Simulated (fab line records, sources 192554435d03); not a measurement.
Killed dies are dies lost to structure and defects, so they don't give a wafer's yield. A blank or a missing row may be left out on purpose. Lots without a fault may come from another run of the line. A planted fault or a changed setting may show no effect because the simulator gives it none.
Which tool did it? | flow n5_finfet | 10 lots, 27 wafers sampled, at 1 step of a route of 1938

WHAT THE GAUGES READ, wafer by wafer
N5_BEOL_M11_OVL_MEAS_29.
lot  | measured     | on         | V10_OVL (nm)
L757 | day 10 11:37 | overlay-02 | -1.4 -1.3 -1.9
L761 | day 11 16:22 | overlay-01 | 2.1 0.7 -0.2
L762 | day 12 09:08 | overlay-01 | -0.7 -0.4 -1.2
L763 | day 12 15:56 | overlay-02 | 1.1 0.8 0.4
L768 | day 13 22:58 | overlay-01 | 0.8 0.6
L771 | day 14 04:34 | overlay-01 | 0.5 1.3
L772 | day 15 11:19 | overlay-01 | 1.9 0.8
L774 | day 15 12:07 | overlay-02 | -0.9 -1.0 -0.8
L776 | day 16 04:12 | overlay-02 | -0.4 0.7 -0.4
L778 | day 16 10:11 | overlay-02 | 1.0 1.9 -0.2

WHICH TOOL RAN EACH LOT (tool, then ch and the chambers of the sampled wafers, then the start)
The record holds no process step before these readings.

WHAT THE TOOLS THEMSELVES READ (means of the sampled wafers that have a number; where no wafer has one, the mark that the record gives instead)
The record holds no such reading with a usual standard deviation.

THE ANSWER, worked out from the rows above alone
Rule: what is usual is taken from the lots themselves. Put in order of their means at a reading, lots are off if they are a third of the lots or fewer, leave a main group of 4 or more, and stand apart from it by a gap of 3 or more times the standard deviation of the main group's means; of several such gaps the widest counts. A main group whose means are all the same, to the digits that the tables above print for the reading, isn't used. A lot without any number at a reading at which 4 lots or more have one is off too. The other lots that the step has rows for count as sound. The gauges are gone through in route order, then the tools' own readings, and for those a lot's mean is taken as printed above. The first step at which some lot is off is used, and at that step the reading that is off furthest; a lot without a number counts as furthest.
No lot is off at any reading shown: from this, nothing can be told.

WHAT THE SIMULATOR HAD PUT IN
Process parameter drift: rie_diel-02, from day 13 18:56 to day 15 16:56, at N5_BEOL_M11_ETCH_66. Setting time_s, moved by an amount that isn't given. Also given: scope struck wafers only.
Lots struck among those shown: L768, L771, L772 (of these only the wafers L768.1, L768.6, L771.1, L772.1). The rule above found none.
